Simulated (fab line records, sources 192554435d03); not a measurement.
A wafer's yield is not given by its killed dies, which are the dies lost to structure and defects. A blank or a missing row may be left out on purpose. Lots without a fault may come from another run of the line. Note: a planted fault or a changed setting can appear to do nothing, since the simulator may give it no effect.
Chamber matching | flow n5Finfet | 4 sister chambers for N5_BEOL_M15_VIA_ETCH_16 on rieDiel-03
The step etches SiO2 in C4F8/O2/Ar, target depth 1792.2 nm. 4 wafers are shown with their chamber, then 7 later ones without.

## WAFERS PAIRED WITH THEIR CHAMBERS
wafer  | chamber | showerheadPlenumPTorr (Torr)
L084.2 | 2       | 3.55
L091.2 | 1       | 3.48
L093.1 | 0       | 3.38
L093.5 | 3       | 3.62

## WAFERS WITH NO CHAMBER GIVEN
wafer  | showerheadPlenumPTorr (Torr)
L093.6 | 3.38
L097.1 | 3.38
L097.2 | 3.53
L097.4 | 3.47
L096.2 | 3.61
L096.3 | 3.38
L096.4 | 3.53

## EACH ONE'S CHAMBER
wafer  | from the rows above | in truth
L093.6 | 0                   | 0
L097.1 | 0                   | 0
L097.2 | 2                   | 2
L097.4 | 1                   | 1
L096.2 | 3                   | 3
L096.3 | 0                   | 0
L096.4 | 2                   | 2
7 of 7 placed correctly. From these rows, 0 cannot be placed. 0 placed wrongly.
How it was worked out, from the rows above alone: a wafer's distance from a chamber is the root of the sum, over the readings, of the square of ((its reading less the chamber's mean) divided by the reading's scatter). If the next closest chamber is less than 2 further off than the closest, the wafer can't be placed; otherwise it belongs to the closest. Each chamber's mean is taken over the wafers shown for it. The scatter: with one shown wafer a chamber, the root of the mean of the squares of how far each hidden wafer lies from its nearest shown one.
